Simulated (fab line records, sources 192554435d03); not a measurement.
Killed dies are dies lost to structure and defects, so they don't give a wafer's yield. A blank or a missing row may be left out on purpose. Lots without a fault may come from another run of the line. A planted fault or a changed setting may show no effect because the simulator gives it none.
fab line records | flow n5_finfet
record lots=24 wafers=72 last_day=19
route steps=1938 shown ZERO_LAYER@4 WELL_APT@31 PMOS_HMC_CHANNEL_EPI@89 FIN_SAQP@114
lots that met no fault: from a run of the same line without faults
start_h: hours from the record's first day to the start of the lot's first wafer shown | wait_h: hours since the lot's step before | " the same as in the row above | L1.1+2: a row that stands for several wafers | - no value, or no start given | * or withheld: withheld | < > ~ a bound
route shown NAME@n: a module of which the file shows steps, and the number in the route of the first | usual: mean/standard deviation of fault-free wafers | same: alike in all rows | chamber/n: place in a boat | sites: the reading at each site | _std_site: their standard deviation | _edge_site: outer sites' mean less inner sites' | radius_mm: how far each site lies from the wafer's centre | mask NAME#n: copy n | behind: the tool/chamber that last shaped the wafer | hold: why the lot was held/for how many hours/how that ended | device: the transistor (n, p or np) that didn't switch | end of line: the same wafers' tests at the end of the route | a step without rows: its recipe alone | killed: dies lost to structure and defects at the first sort, not the wafer's yield | map: a wafer's dies, x killed, . not, _ none there
set.NAME: the setting as run; set.NAME@STEP: as run at that earlier step | model.NAME: the simulator's own value behind a step, which no gauge read
steps of the route over a sample of lots; a table a step, a row a wafer
services: from which hour (start_h, from the record's first day; less than 0 if before it) a tool's chamber was out of use, for how many hours, and why
## steps
# step N5_ZERO_LAYER_PECVD_02
# recipe material=SiO2 target_thk_a=100 temp_c=400 precursor=SiH4/N2O pressure_torr=0.75 rf_w=275 time_s=6
# usual heater_power_w=804/85 showerhead_plenum_p_Torr=8.13/0.12
# columns lot.wafer tool chamber start_h wait_h heater_power_w showerhead_plenum_p_Torr since_wet_clean_h
L074.2 pecvd-04 2 12.28 0.0 651 8.23 143
L074.3 " 0 " " 711 7.95 897
L074.6 " 0 " " 704 7.94 -
L075.2 pecvd-03 1 18.28 0.0 633 8.23 1266
L075.3 " 1 " " 665 8.22 -
L075.5 " 1 " " 647 8.23 -
L076.1 pecvd-02 2 24.28 0.0 916 7.94 326
L076.4 " 1 " " 863 8.17 -
L076.5 " 0 " " 795 8.09 -
L077.3 pecvd-03 1 30.28 0.0 731 8.24 1278
L077.5 " 0 " " 888 8.27 -
L077.6 " 1 " " 772 8.23 -
L078.1 pecvd-02 2 36.28 0.0 851 7.99 338
L078.2 " 1 " " 798 8.19 1828
L078.3 " 2 " " 886 7.96 -
L079.2 pecvd-02 1 42.29 0.0 924 8.20 1834
L079.4 " 1 " " 930 8.16 -
L079.6 " 2 " " 845 7.95 -
L080.1 pecvd-04 0 48.28 0.0 689 7.93 933
L080.2 " 1 " " 729 8.30 1658
L080.6 " 0 " " 689 7.96 -
L081.2 pecvd-02 0 54.30 0.0 804 8.04 1121
L081.3 " 2 " " 852 7.97 356
L081.5 " 1 " " 794 8.19 -
L082.4 pecvd-02 1 60.31 0.1 861 8.17 -
L082.5 " 2 " " 908 7.96 -
L082.6 " 0 " " 767 8.07 -
L083.2 pecvd-02 2 66.28 0.0 869 7.97 368
L083.3 " 1 " " 822 8.18 1858
L083.5 " 2 " " 868 7.99 -
L084.1 pecvd-03 1 72.28 0.0 739 8.26 1320
L084.4 " 1 " " 734 8.25 -
L084.6 " 1 " " 700 8.23 -
L085.2 pecvd-02 2 78.28 0.0 896 7.96 380
L085.3 " 0 " " 767 8.07 1145
L085.6 " 2 " " 879 7.97 -
L086.2 pecvd-03 1 84.28 0.0 758 8.21 1332
L086.3 " 0 " " 775 8.24 -
L086.4 " 1 " " 744 8.23 -
L087.1 pecvd-03 0 90.29 0.0 864 8.26 613
L087.2 " 1 " " 682 8.22 1338
L087.6 " 0 " " 862 8.24 -
L088.2 pecvd-02 2 96.28 0.0 857 7.94 398
L088.5 " 1 " " 904 8.19 -
L088.6 " 2 " " 860 7.96 -
L089.2 pecvd-02 2 102.29 0.0 886 7.97 404
L089.4 " 1 " " 821 8.17 -
L089.5 " 1 " " 809 8.19 -
L090.2 pecvd-04 1 108.30 0.0 769 8.29 1718
L090.3 " 0 " " 647 7.92 993
L090.4 " 0 " " 641 7.94 -
L091.3 pecvd-02 1 114.31 0.1 872 8.19 -
L091.4 " 2 " " 761 7.96 -
L091.6 " 1 " " 909 8.20 -
L092.4 pecvd-04 1 120.31 0.1 793 8.30 -
L092.5 " 0 " " 649 7.95 -
L092.6 " 2 " " 661 8.20 -
L093.1 pecvd-02 2 126.28 0.0 898 7.97 428
L093.2 " 0 " " 828 8.06 1193
L093.4 " 2 " " 921 7.97 -
L094.1 pecvd-03 0 132.28 0.0 825 8.25 655
L094.2 " 1 " " 675 8.25 1380
L094.3 " 2 " " 656 8.22 2105
L095.1 pecvd-02 0 138.28 0.0 870 8.06 1205
L095.4 " 0 " " 856 8.06 -
L095.5 " 1 " " 906 8.18 -
L096.3 pecvd-02 2 144.29 0.0 869 7.98 446
L096.5 " 0 " " 875 8.09 -
L096.6 " 2 " " 895 7.97 -
L097.1 pecvd-03 2 150.28 0.0 683 8.20 2123
L097.5 " 0 " " 858 8.26 -
L097.6 " 2 " " 672 8.19 -
# step N5_ZERO_LAYER_DESCUM_16
# recipe chemistry=O2 time_s=7.9 source_power_w=50 bias_power_w=20 pressure_mtorr=20 rf_frequency_hz=2.712e+07 temp_c=40 o2_flow_sccm=225
# usual drypump_motor_current_A=5.6/0.32 oes_product_au=0.77/0.056 rf_vpp_V=243.0/1.3 showerhead_plenum_p_Torr=2.09/0.067 throttle_valve_pct=20.65/0.19
# columns lot.wafer tool chamber start_h wait_h drypump_motor_current_A oes_product_au rf_hours_counter_h rf_vpp_V showerhead_plenum_p_Torr throttle_valve_pct
L074.2 rie_diel-01 3 13.28 0.6 6.5 0.77 137 241.7 2.00 20.38
L074.3 " 1 " " 6.0 0.77 138 243.4 2.10 20.60
L074.6 " 0 " " 5.7 0.76 - 242.3 2.12 20.72
L075.2 rie_diel-03 3 19.51 0.8 5.5 0.78 147 243.1 2.11 20.87
L075.3 " 2 " " 5.3 0.81 94 243.7 2.11 20.70
L075.5 " 3 " " 5.5 0.78 - 243.7 2.11 20.89
L076.1 rie_diel-03 0 24.80 0.0 5.4 0.79 132 241.5 2.12 20.54
L076.4 " 2 " " 5.3 0.80 96 243.6 2.11 20.70
L076.5 " 2 " " 5.4 0.80 - 243.1 2.11 20.69
L077.3 rie_diel-01 1 30.68 0.0 6.0 0.78 141 242.4 2.10 20.61
L077.5 " 0 " " 5.7 0.76 - 242.4 2.12 20.72
L077.6 " 3 " " 6.4 0.78 - 242.3 2.00 20.40
L078.1 rie_diel-01 2 36.70 0.0 5.5 0.77 124 245.2 2.18 20.67
L078.2 " 0 " " 5.7 0.75 144 243.3 2.12 20.73
L078.3 " 3 " " 6.4 0.77 141 241.2 2.00 20.39
L079.2 rie_diel-03 0 42.68 0.0 5.4 0.78 138 242.4 2.11 20.55
L079.4 " 1 " " 5.9 0.73 - 240.8 1.98 20.76
L079.6 " 0 " " 5.4 0.78 - 243.9 2.12 20.53
L080.1 rie_diel-02 1 48.80 0.0 5.6 0.77 147 245.0 2.19 20.64
L080.2 " 3 " " 5.0 0.70 235 241.5 2.00 20.98
L080.6 " 3 " " 5.0 0.70 - 240.4 2.00 20.99
L081.2 rie_diel-03 0 54.88 0.1 5.4 0.78 142 243.1 2.11 20.55
L081.3 " 3 " " 5.5 0.78 158 243.1 2.11 20.87
L081.5 " 2 " " 5.3 0.80 - 244.0 2.11 20.72
L082.4 rie_diel-03 1 60.81 0.0 5.9 0.72 219 242.0 1.97 20.75
L082.5 " 1 " " 6.0 0.72 - 242.3 1.97 20.75
L082.6 " 0 " " 5.4 0.77 - 244.0 2.11 20.55
L083.2 rie_diel-03 3 66.68 0.0 5.4 0.77 160 243.0 2.11 20.90
L083.3 " 1 " " 5.9 0.72 220 242.1 1.97 20.76
L083.5 " 3 " " 5.5 0.77 - 243.4 2.11 20.88
L084.1 rie_diel-03 1 72.71 0.0 5.9 0.72 222 241.3 1.97 20.76
L084.4 " 3 " " 5.4 0.78 162 243.1 2.11 20.89
L084.6 " 3 " " 5.4 0.77 - 240.7 2.11 20.91
L085.2 rie_diel-03 1 78.68 0.0 5.9 0.71 225 242.3 1.97 20.75
L085.3 " 0 " " 5.4 0.76 148 243.0 2.11 20.55
L085.6 " 3 " " 5.5 0.75 - 244.1 2.11 20.90
L086.2 rie_diel-03 3 84.83 0.0 5.5 0.76 166 243.3 2.11 20.91
L086.3 " 2 " " 5.3 0.79 113 244.2 2.11 20.74
L086.4 " 1 " " 5.9 0.72 227 240.6 1.97 20.79
L087.1 rie_diel-01 2 90.71 0.0 5.5 0.76 140 244.1 2.17 20.69
L087.2 " 0 " " 5.7 0.74 158 242.7 2.11 20.73
L087.6 " 3 " " 6.4 0.76 - 240.9 1.99 20.41
L088.2 rie_diel-01 0 96.71 0.0 5.7 0.74 160 242.3 2.11 20.75
L088.5 " 0 " " 5.7 0.74 - 243.3 2.11 20.74
L088.6 " 1 " " 6.0 0.76 - 242.1 2.09 20.63
L089.2 rie_diel-02 1 102.86 0.1 5.6 0.75 163 245.5 2.18 20.66
L089.4 " 0 " " 5.7 0.89 - 241.7 2.06 20.02
L089.5 " 1 " " 5.6 0.75 - 244.6 2.18 20.66
L090.2 rie_diel-03 2 108.70 0.0 5.3 0.78 122 243.2 2.10 20.75
L090.3 " 3 " " 5.5 0.76 175 243.9 2.10 20.91
L090.4 " 1 " " 5.9 0.71 235 242.3 1.97 20.78
L091.3 rie_diel-03 3 114.72 0.1 5.5 0.76 177 242.3 2.10 20.92
L091.4 " 1 " " 5.9 0.71 236 241.2 1.97 20.78
L091.6 " 2 " " 5.3 0.78 - 243.6 2.10 20.74
L092.4 rie_diel-02 2 120.81 0.0 5.6 0.73 177 243.2 2.06 20.59
L092.5 " 1 " " 5.6 0.75 - 243.1 2.18 20.68
L092.6 " 2 " " 5.6 0.74 - 243.4 2.06 20.57
L093.1 rie_diel-02 0 127.14 0.4 5.8 0.89 38 242.0 2.06 20.05
L093.2 " 3 " " 5.0 1.01 3 244.8 2.26 20.60
L093.4 " 2 " " 5.6 0.72 180 243.6 2.06 20.59
L094.1 rie_diel-02 3 132.68 0.0 5.0 1.00 5 244.3 2.25 20.60
L094.2 " 0 " " 5.8 0.88 39 243.4 2.06 20.04
L094.3 " 2 " " 5.7 0.74 182 242.0 2.06 20.60
L095.1 rie_diel-01 3 138.68 0.0 6.5 0.74 170 241.8 1.99 20.43
L095.4 " 2 " " 5.5 0.74 155 244.5 2.17 20.72
L095.5 " 1 " " 6.0 0.74 - 243.6 2.08 20.65
L096.3 rie_diel-01 1 144.69 0.0 6.0 0.74 173 241.0 2.08 20.65
L096.5 " 1 " " 6.0 0.75 - 242.6 2.08 20.67
L096.6 " 2 " " 5.5 0.74 - 244.4 2.17 20.72
L097.1 rie_diel-03 0 150.86 0.1 5.4 0.75 170 243.3 2.10 20.60
L097.5 " 0 " " 5.4 0.75 - 242.3 2.10 20.58
L097.6 " 1 " " 6.0 0.70 - 242.1 1.96 20.79
# step N5_WELL_APT_DESCUM_13
# recipe chemistry=O2 time_s=7.9 source_power_w=50 bias_power_w=20 pressure_mtorr=20 rf_frequency_hz=2.712e+07 temp_c=40 o2_flow_sccm=225
# usual drypump_motor_current_A=5.69/0.28 oes_product_au=0.79/0.11 rf_vpp_V=243.4/1.5 showerhead_plenum_p_Torr=2.11/0.079 throttle_valve_pct=20.37/0.27
# columns lot.wafer tool chamber start_h wait_h drypump_motor_current_A oes_product_au rf_hours_counter_h rf_vpp_V showerhead_plenum_p_Torr throttle_valve_pct
L074.2 rie_diel-06 0 14.87 0.5 5.58 0.70 250 243.0 1.97 20.77
L074.3 " 3 " " 5.26 0.72 194 244.6 2.15 20.07
L074.6 " 1 " " 5.60 0.93 - 242.2 2.06 20.13
L075.2 rie_diel-04 3 20.59 0.0 6.03 0.68 245 241.8 1.98 20.73
L075.3 " 1 " " 6.07 0.69 210 241.9 2.15 20.63
L075.5 " 0 " " 5.43 0.72 - 242.6 2.09 20.32
L076.1 rie_diel-06 1 25.89 0.0 5.59 0.93 19 243.7 2.06 20.15
L076.4 " 3 " " 5.25 0.73 - 244.7 2.15 20.08
L076.5 " 2 " " 5.77 0.67 - 242.3 1.97 20.29
L077.3 rie_diel-04 1 31.79 0.0 6.05 0.69 212 244.9 2.15 20.63
L077.5 " 3 " " 6.01 0.69 - 240.5 1.98 20.75
L077.6 " 0 " " 5.42 0.72 - 243.2 2.09 20.33
L078.1 rie_diel-04 1 39.31 1.7 6.05 0.69 215 243.9 2.15 20.62
L078.2 " 0 " " 5.44 0.72 179 241.7 2.09 20.32
L078.3 " 2 " " 5.45 0.72 167 241.5 2.00 20.84
L079.2 rie_diel-05 2 43.94 0.1 6.13 0.94 19 243.1 2.12 20.39
L079.4 " 2 " " 6.13 0.93 - 244.5 2.12 20.38
L079.6 " 1 " " 5.82 0.70 - 244.5 2.14 20.12
L080.1 rie_diel-06 1 49.90 0.0 5.61 0.90 30 242.9 2.05 20.16
L080.2 " 0 " " 5.59 0.94 6 246.4 2.23 20.34
L080.6 " 1 " " 5.62 0.89 - 241.0 2.06 20.15
L081.2 rie_diel-06 1 55.85 0.0 5.62 0.90 33 242.1 2.05 20.15
L081.3 " 3 " " 5.27 0.72 209 243.1 2.14 20.11
L081.5 " 0 " " 5.61 0.95 - 246.2 2.22 20.33
L082.4 rie_diel-06 3 62.15 0.3 5.26 0.72 - 245.6 2.14 20.09
L082.5 " 1 " " 5.60 0.89 - 242.3 2.05 20.14
L082.6 " 0 " " 5.60 0.94 - 245.7 2.22 20.34
L083.2 rie_diel-05 3 67.86 0.1 5.94 0.71 211 242.8 2.07 20.57
L083.3 " 1 " " 5.81 0.69 234 244.9 2.14 20.15
L083.5 " 2 " " 6.12 0.90 - 242.9 2.11 20.40
L084.1 rie_diel-06 0 73.73 0.1 5.58 0.92 16 244.5 2.22 20.34
L084.4 " 2 " " 5.75 0.98 2 244.2 2.23 19.93
L084.6 " 1 " " 5.61 0.88 - 241.9 2.05 20.16
L085.2 rie_diel-05 1 79.66 0.0 5.79 0.68 238 245.2 2.14 20.12
L085.3 " 3 " " 5.88 0.70 216 243.4 2.06 20.56
L085.6 " 0 " " 5.58 0.81 - 244.5 2.14 20.18
L086.2 rie_diel-06 0 85.79 0.0 5.57 0.91 20 246.7 2.22 20.35
L086.3 " 3 " " 5.28 0.72 221 244.3 2.14 20.12
L086.4 " 2 " " 5.78 0.96 6 243.8 2.23 19.92
L087.1 rie_diel-05 2 91.81 0.0 6.15 0.89 38 244.2 2.11 20.42
L087.2 " 0 " " 5.57 0.81 81 243.0 2.14 20.20
L087.6 " 2 " " 6.14 0.89 - 244.4 2.11 20.43
L088.2 rie_diel-04 0 97.83 0.1 5.44 0.69 202 243.8 2.08 20.37
L088.5 " 3 " " 6.03 0.93 - 246.5 2.24 20.38
L088.6 " 2 " " 5.47 0.70 - 241.3 1.99 20.86
L089.2 rie_diel-04 2 103.83 0.0 5.44 0.70 191 242.5 1.99 20.87
L089.4 " 3 " " 6.03 0.92 16 243.6 2.24 20.39
L089.5 " 2 " " 5.43 0.69 - 241.6 1.99 20.86
L090.2 rie_diel-05 2 109.66 0.0 6.15 0.88 43 245.4 2.11 20.43
L090.3 " 1 " " 5.80 0.69 248 243.2 2.13 20.14
L090.4 " 3 " " 5.89 0.69 225 242.4 2.06 20.58
L091.3 rie_diel-04 1 115.81 0.0 6.06 0.66 242 242.3 2.13 20.65
L091.4 " 0 " " 5.45 0.68 207 243.5 2.08 20.37
L091.6 " 1 " " 6.08 0.66 - 244.1 2.14 20.66
L092.4 rie_diel-04 3 121.90 0.1 6.02 0.92 - 245.8 2.24 20.40
L092.5 " 2 " " 5.45 0.70 - 241.6 1.99 20.86
L092.6 " 1 " " 6.07 0.66 - 244.4 2.13 20.69
L093.1 rie_diel-04 2 128.24 0.0 5.44 0.69 201 241.2 1.99 20.87
L093.2 " 3 " " 6.01 0.91 25 245.9 2.24 20.41
L093.4 " 0 " " 5.43 0.68 211 242.1 2.08 20.37
L094.1 rie_diel-06 0 133.64 0.0 5.58 0.89 37 245.2 2.21 20.37
L094.2 " 3 " " 5.27 0.70 237 244.0 2.13 20.13
L094.3 " 1 " " 5.59 0.84 62 240.8 2.04 20.21
L095.1 rie_diel-06 2 139.72 0.0 5.75 0.91 26 246.8 2.22 19.95
L095.4 " 3 " " 5.26 0.70 239 243.9 2.13 20.12
L095.5 " 3 " " 5.26 0.70 - 245.6 2.13 20.14
L096.3 rie_diel-04 0 145.85 0.1 5.41 0.68 219 241.7 2.07 20.40
L096.5 " 2 " " 5.46 0.69 - 242.6 1.98 20.89
L096.6 " 0 " " 5.41 0.68 - 241.5 2.07 20.40
L097.1 rie_diel-05 0 151.96 0.0 5.57 0.79 105 242.6 2.13 20.22
L097.5 " 2 " " 6.15 0.85 - 243.1 2.10 20.44
L097.6 " 3 " " 5.90 0.68 - 242.0 2.06 20.61
# step N5_PMOS_HMC_CHANNEL_EPI_INSPECT_30
# recipe inspect_instrument=darkfield mode=post_epi
# usual raw_defect_count=18/5.6
# columns lot.wafer tool chamber start_h wait_h raw_defect_count
L074.2 defect_inspect-02 - 22.51 0.0 12
L074.3 " - " " 18
L074.6 " - " " 12
L075.2 defect_inspect-01 - 26.61 0.0 20
L075.3 " - " " 11
L075.5 " - " " 13
L076.1 defect_inspect-02 - 31.95 0.0 9
L076.4 " - " " 25
L076.5 " - " " 19
L077.3 defect_inspect-01 - 38.69 0.0 11
L077.5 " - " " 11
L077.6 " - " " 14
L078.1 defect_inspect-01 - 47.21 0.0 24
L078.2 " - " " 15
L078.3 " - " " 15
L079.2 defect_inspect-01 - 50.23 0.0 14
L079.4 " - " " 22
L079.6 " - " " 13
L080.1 defect_inspect-02 - 56.01 0.0 13
L080.2 " - " " 12
L080.6 " - " " 24
L081.2 defect_inspect-01 - 61.91 0.0 22
L081.3 " - " " 14
L081.5 " - " " 17
L082.4 defect_inspect-01 - 68.53 0.0 14
L082.5 " - " " 18
L082.6 " - " " 16
L083.2 defect_inspect-01 - 74.24 0.0 10
L083.3 " - " " 21
L083.5 " - " " 24
L084.1 defect_inspect-01 - 80.25 0.0 17
L084.4 " - " " 33
L084.6 " - " " 10
L085.2 defect_inspect-01 - 86.14 0.0 23
L085.3 " - " " 21
L085.6 " - " " 12
L086.2 defect_inspect-01 - 91.96 0.0 19
L086.3 " - " " 11
L086.4 " - " " 9
L087.1 defect_inspect-02 - 97.88 0.0 20
L087.2 " - " " 13
L087.6 " - " " 10
L088.2 defect_inspect-01 - 103.76 0.0 18
L088.5 " - " " 19
L088.6 " - " " 20
L089.2 defect_inspect-01 - 110.13 0.0 20
L089.4 " - " " 25
L089.5 " - " " 17
L090.2 defect_inspect-01 - 116.79 0.0 12
L090.3 " - " " 9
L090.4 " - " " 15
L091.3 defect_inspect-02 - 123.22 0.0 10
L091.4 " - " " 17
L091.6 " - " " 22
L092.4 defect_inspect-01 - 128.72 0.0 22
L092.5 " - " " 17
L092.6 " - " " 16
L093.1 defect_inspect-01 - 134.72 0.0 16
L093.2 " - " " 15
L093.4 " - " " 16
L094.1 defect_inspect-01 - 140.68 0.0 12
L094.2 " - " " 12
L094.3 " - " " 14
L095.1 defect_inspect-02 - 146.27 0.0 23
L095.4 " - " " 14
L095.5 " - " " 33
L096.3 defect_inspect-01 - 153.38 0.0 17
L096.5 " - " " 24
L096.6 " - " " 21
L097.1 defect_inspect-02 - 158.65 0.0 13
L097.5 " - " " 13
L097.6 " - " " 21
# step N5_FIN_SAQP_DESCUM_21
# recipe chemistry=O2 time_s=7.9 source_power_w=50 bias_power_w=20 pressure_mtorr=20 rf_frequency_hz=2.712e+07 temp_c=40 resist=CAR-ArF o2_flow_sccm=225
# usual drypump_motor_current_A=5.71/0.28 oes_product_au=0.80/0.11 rf_vpp_V=243.6/1.4 showerhead_plenum_p_Torr=2.12/0.073 throttle_valve_pct=20.35/0.23
# columns lot.wafer tool chamber start_h wait_h drypump_motor_current_A oes_product_au rf_hours_counter_h rf_vpp_V showerhead_plenum_p_Torr throttle_valve_pct
L074.2 rie_diel-05 3 24.03 0.0 5.83 0.71 200 241.1 2.07 20.54
L074.3 " 2 " " 6.17 0.95 12 243.9 2.12 20.40
L074.6 " 3 " " 5.81 0.72 - 243.1 2.07 20.55
L075.2 rie_diel-06 3 27.93 0.0 5.25 0.72 196 245.0 2.15 20.09
L075.3 " 1 " " 5.60 0.92 19 244.7 2.06 20.14
L075.5 " 3 " " 5.26 0.72 - 244.0 2.15 20.06
L076.1 rie_diel-05 3 33.47 0.0 5.94 0.71 203 242.8 2.07 20.53
L076.4 " 2 " " 6.14 0.94 - 242.6 2.12 20.38
L076.5 " 3 " " 5.91 0.71 - 243.7 2.07 20.54
L077.3 rie_diel-06 1 40.95 0.9 5.60 0.90 26 241.0 2.06 20.14
L077.5 " 3 " " 5.26 0.72 - 243.4 2.15 20.09
L077.6 " 1 " " 5.63 0.90 - 244.0 2.06 20.16
L078.1 rie_diel-05 2 48.77 0.0 6.17 0.92 21 242.9 2.12 20.39
L078.2 " 1 " " 5.79 0.70 229 242.0 2.14 20.13
L078.3 " 0 " " 5.59 0.84 65 242.6 2.14 20.18
L079.2 rie_diel-06 3 51.94 0.0 5.29 0.72 207 244.7 2.14 20.09
L079.4 " 0 " " 5.58 0.97 - 244.8 2.23 20.33
L079.6 " 3 " " 5.30 0.71 - 245.1 2.14 20.10
L080.1 rie_diel-05 0 59.23 0.0 5.57 0.83 69 243.4 2.14 20.18
L080.2 " 1 " " 5.81 0.70 231 243.0 2.14 20.12
L080.6 " 1 " " 5.80 0.70 - 243.8 2.14 20.14
L081.2 rie_diel-05 0 63.44 0.0 5.58 0.83 70 243.1 2.14 20.18
L081.3 " 1 " " 5.82 0.70 232 244.2 2.14 20.14
L081.5 " 3 " " 5.92 0.70 - 243.2 2.07 20.53
L082.4 rie_diel-05 2 70.17 0.1 6.13 0.90 30 243.3 2.11 20.42
L082.5 " 2 " " 6.15 0.90 - 242.9 2.11 20.41
L082.6 " 1 " " 5.81 0.69 - 244.6 2.14 20.13
L083.2 rie_diel-04 0 76.03 0.0 5.41 0.70 194 243.6 2.08 20.35
L083.3 " 2 " " 5.46 0.71 183 241.7 1.99 20.87
L083.5 " 3 " " 5.99 0.96 - 244.7 2.24 20.39
L084.1 rie_diel-04 3 82.25 0.6 6.05 0.95 10 246.3 2.24 20.37
L084.4 " 2 " " 5.44 0.71 185 241.8 1.99 20.85
L084.6 " 0 " " 5.43 0.71 - 244.1 2.08 20.37
L085.2 rie_diel-06 2 88.02 0.2 5.76 0.95 7 244.7 2.23 19.93
L085.3 " 3 " " 5.27 0.71 221 245.4 2.14 20.12
L085.6 " 3 " " 5.26 0.71 - 244.2 2.14 20.10
L086.2 rie_diel-05 2 94.72 0.4 6.14 0.89 39 242.4 2.11 20.42
L086.3 " 1 " " 5.80 0.69 243 244.7 2.13 20.15
L086.4 " 3 " " 5.90 0.70 221 244.2 2.06 20.58
L087.1 rie_diel-04 3 99.77 0.0 6.02 0.92 15 245.2 2.24 20.40
L087.2 " 0 " " 5.47 0.69 202 241.2 2.08 20.36
L087.6 " 0 " " 5.44 0.70 - 242.9 2.08 20.36
L088.2 rie_diel-04 1 108.50 1.0 6.02 0.67 239 243.4 2.14 20.65
L088.5 " 0 " " 5.43 0.70 - 243.5 2.08 20.36
L088.6 " 3 " " 6.01 0.94 - 243.6 2.24 20.40
L089.2 rie_diel-06 0 112.20 0.0 5.60 0.89 29 243.6 2.22 20.37
L089.4 " 1 " " 5.62 0.85 53 241.6 2.05 20.19
L089.5 " 3 " " 5.25 0.70 - 243.1 2.14 20.14
L090.2 rie_diel-05 0 118.46 0.2 5.55 0.80 90 243.3 2.13 20.22
L090.3 " 2 " " 6.14 0.87 47 242.6 2.11 20.43
L090.4 " 3 " " 5.87 0.69 - 241.4 2.06 20.59
L091.3 rie_diel-04 2 125.21 0.2 5.47 0.70 200 240.5 1.99 20.88
L091.4 " 3 " " 6.01 0.93 - 244.4 2.24 20.41
L091.6 " 2 " " 5.45 0.70 - 242.7 1.99 20.89
L092.4 rie_diel-06 3 131.20 0.0 5.27 0.70 236 244.2 2.13 20.13
L092.5 " 1 " " 5.62 0.85 - 241.4 2.04 20.19
L092.6 " 2 " " 5.73 0.92 - 245.8 2.22 19.95
L093.1 rie_diel-04 2 137.12 0.0 5.45 0.70 204 240.7 1.99 20.88
L093.2 " 0 " " 5.45 0.69 214 242.7 2.07 20.40
L093.4 " 3 " " 6.02 0.91 - 245.9 2.23 20.42
L094.1 rie_diel-06 1 142.38 0.0 5.62 0.85 66 242.9 2.04 20.20
L094.2 " 2 " " 5.75 0.90 26 246.5 2.22 19.96
L094.3 " 3 " " 5.25 0.70 239 243.8 2.13 20.15
L095.1 rie_diel-04 3 147.59 0.0 6.03 0.89 34 245.9 2.23 20.41
L095.4 " 3 " " 6.04 0.90 - 244.5 2.23 20.41
L095.5 " 2 " " 5.45 0.69 - 241.5 1.98 20.88
L096.3 rie_diel-04 0 154.76 0.0 5.43 0.68 223 240.6 2.07 20.41
L096.5 " 0 " " 5.39 0.67 - 242.5 2.07 20.39
L096.6 " 3 " " 6.01 0.89 - 246.0 2.23 20.43
L097.1 rie_diel-06 1 160.46 0.3 5.61 0.84 72 241.2 2.04 20.22
L097.5 " 3 " " 5.26 0.70 - 244.6 2.13 20.15
L097.6 " 2 " " 5.73 0.88 - 244.1 2.22 19.96
# step N5_FIN_SAQP_HM_CD_35
# recipe target_cd_nm=8 polarity=line
# usual cd_nm=8.08/0.23
# columns lot.wafer tool chamber start_h wait_h cd_nm
L074.2 cd_sem-01 - 27.84 0.1 7.93
L074.3 " - " " 8.14
L074.6 " - " " 8.49
L075.2 cd_sem-01 - 32.34 0.1 8.43
L075.3 " - " " 7.95
L075.5 " - " " 7.86
L076.1 cd_sem-01 - 38.95 0.1 8.08
L076.4 " - " " 7.74
L076.5 " - " " 8.08
L077.3 cd_sem-01 - 45.16 0.1 8.02
L077.5 " - " " 8.14
L077.6 " - " " 8.10
L078.1 cd_sem-02 - 52.63 0.1 7.70
L078.2 " - " " 8.21
L078.3 " - " " 8.08
L079.2 cd_sem-01 - 58.80 0.1 7.79
L079.4 " - " " 8.02
L079.6 " - " " 7.94
L080.1 cd_sem-03 - 63.49 0.1 8.08
L080.2 " - " " 7.71
L080.6 " - " " 8.64
L081.2 cd_sem-03 - 67.47 0.1 7.49
L081.3 " - " " 8.03
L081.5 " - " " 8.36
L082.4 cd_sem-01 - 75.15 0.1 8.61
L082.5 " - " " 7.86
L082.6 " - " " 8.16
L083.2 cd_sem-01 - 80.37 0.1 8.63
L083.3 " - " " 8.24
L083.5 " - " " 8.31
L084.1 cd_sem-02 - 86.55 0.1 8.00
L084.4 " - " " 8.03
L084.6 " - " " 8.27
L085.2 cd_sem-01 - 95.52 0.1 8.24
L085.3 " - " " 7.91
L085.6 " - " " 8.12
L086.2 cd_sem-01 - 98.76 0.1 7.85
L086.3 " - " " 8.49
L086.4 " - " " 8.16
L087.1 cd_sem-01 - 105.51 0.1 7.83
L087.2 " - " " 8.35
L087.6 " - " " 8.35
L088.2 cd_sem-03 - 113.27 0.1 7.67
L088.5 " - " " 8.08
L088.6 " - " " 8.28
L089.2 cd_sem-01 - 116.33 0.1 7.74
L089.4 " - " " 8.20
L089.5 " - " " 8.04
L090.2 cd_sem-03 - 123.13 0.1 8.10
L090.3 " - " " 8.30
L090.4 " - " " 8.19
L091.3 cd_sem-01 - 130.13 0.1 8.31
L091.4 " - " " 8.15
L091.6 " - " " 7.61
L092.4 cd_sem-03 - 135.94 0.0 7.94
L092.5 " - " " 8.06
L092.6 " - " " 8.19
L093.1 cd_sem-01 - 141.61 0.1 8.03
L093.2 " - " " 7.96
L093.4 " - " " 7.86
L094.1 cd_sem-01 - 146.51 0.1 8.01
L094.2 " - " " 8.05
L094.3 " - " " 8.06
L095.1 cd_sem-01 - 152.00 0.1 8.37
L095.4 " - " " 7.83
L095.5 " - " " 8.18
L096.3 cd_sem-01 - 159.57 0.1 7.91
L096.5 " - " " 8.10
L096.6 " - " " 8.12
L097.1 cd_sem-01 - 164.71 0.1 8.33
L097.5 " - " " 8.01
L097.6 " - " " 7.91
## services
# columns tool chamber start_h hours kind
rie_diel-04 - -9.51 0.7 repair
pecvd-03 0 -8.26 6.1 repair
rie_diel-06 0 10.03 3.8 repair
rie_diel-05 0 11.61 10.1 repair
rie_diel-01 - 17.80 4.0 pm
rie_diel-06 - 19.24 2.8 pm
rie_diel-05 1 25.53 12.9 repair
pecvd-02 0 29.58 9.6 repair
pecvd-03 0 30.39 5.3 repair
rie_diel-05 2 33.92 5.1 repair
rie_diel-05 3 34.05 15.0 repair
rie_diel-03 3 40.81 3.0 repair
rie_diel-04 1 43.45 2.5 repair
rie_diel-04 - 48.49 0.8 repair
rie_diel-05 1 51.58 5.4 repair
pecvd-03 2 53.43 59.9 repair
rie_diel-01 1 60.30 3.8 repair
rie_diel-03 2 73.79 3.4 repair
rie_diel-05 3 87.35 1.4 repair
pecvd-02 0 95.08 30.5 repair
rie_diel-03 0 96.09 2.1 repair
rie_diel-04 0 120.85 5.2 repair
rie_diel-03 1 123.37 2.8 repair
rie_diel-01 1 129.06 5.2 repair
## key
fault none
